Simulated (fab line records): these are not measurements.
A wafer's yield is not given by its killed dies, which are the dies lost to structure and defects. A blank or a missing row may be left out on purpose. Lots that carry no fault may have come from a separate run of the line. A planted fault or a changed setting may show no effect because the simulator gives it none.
Chamber matching -- flow n5Finfet -- pecvd-02 running N5_BEOL_M12_DEP_53: 3 sister chambers
The step deposits SiCN from 3MS/NH3, target thk 30 nm, time 10.5 s. 16 wafers are shown with their chamber, then 8 later ones without.

== WAFERS WITH THEIR CHAMBER ==
wafer,chamber,showerheadPlenumPTorr (Torr),throttleValvePct (%),rfFwdPowerW (W)
L080.1,2,4.178,17.8,671
L080.2,0,4.125,18.4,667
L080.5,1,4.132,17.8,661
L081.1,1,4.124,17.9,662
L081.3,0,4.125,18.5,666
L081.4,1,4.123,18.3,663
L082.3,0,4.132,18.5,664
L082.5,1,4.133,18.2,658
L082.6,2,4.151,18.1,664
L084.3,2,4.160,17.8,670
L084.5,2,4.163,18.0,667
L084.6,0,4.127,18.6,668
L087.3,0,4.139,18.4,668
L087.4,2,4.152,18.1,666
L087.6,2,4.158,18.1,665
L091.1,2,4.157,18.1,664

SIGNATURES, as means of the wafers listed above
reading,chamber 0,chamber 1,chamber 2,scatter within a chamber
showerheadPlenumPTorr,4.12960,4.12800,4.15986,0.00742
throttleValvePct,18.480,18.050,18.000,0.156
rfFwdPowerW,666.60,661.00,666.71,2.36
Rule: distance of a wafer from a chamber = root of the sum over the readings of ((wafer's reading minus chamber's mean) / reading's scatter) squared. If the next closest chamber is less than 2 further off than the closest, the wafer can't be placed; otherwise it belongs to the closest. The scatter is the square root of a quotient: the sum, over the shown wafers, of each reading's squared deviation from its chamber's mean, divided by wafers minus chambers.

== WAFERS WITHOUT THEIR CHAMBER ==
wafer,showerheadPlenumPTorr (Torr),throttleValvePct (%),rfFwdPowerW (W)
L091.3,4.145,18.0,669
L091.4,4.157,18.0,666
L096.1,4.112,16.3,660
L096.3,4.138,18.4,668
L096.6,4.130,16.2,659
L095.1,4.116,16.4,659
L095.4,4.126,16.2,659
L095.6,4.140,18.4,665

== WHICH CHAMBER EACH ONE RAN IN ==
wafer,from the rows above,in truth
L091.3,can't be placed: 2 or 0 or 1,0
L091.4,2,2
L096.1,can't be placed: 1 or 2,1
L096.3,0,0
L096.6,can't be placed: 1 or 2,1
L095.1,can't be placed: 1 or 2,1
L095.4,can't be placed: 1 or 2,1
L095.6,can't be placed: 0 or 1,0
Placed correctly: 2 of 8. From these rows, 6 cannot be placed; in 6 the true chamber is one of the candidates. 0 placed wrongly.
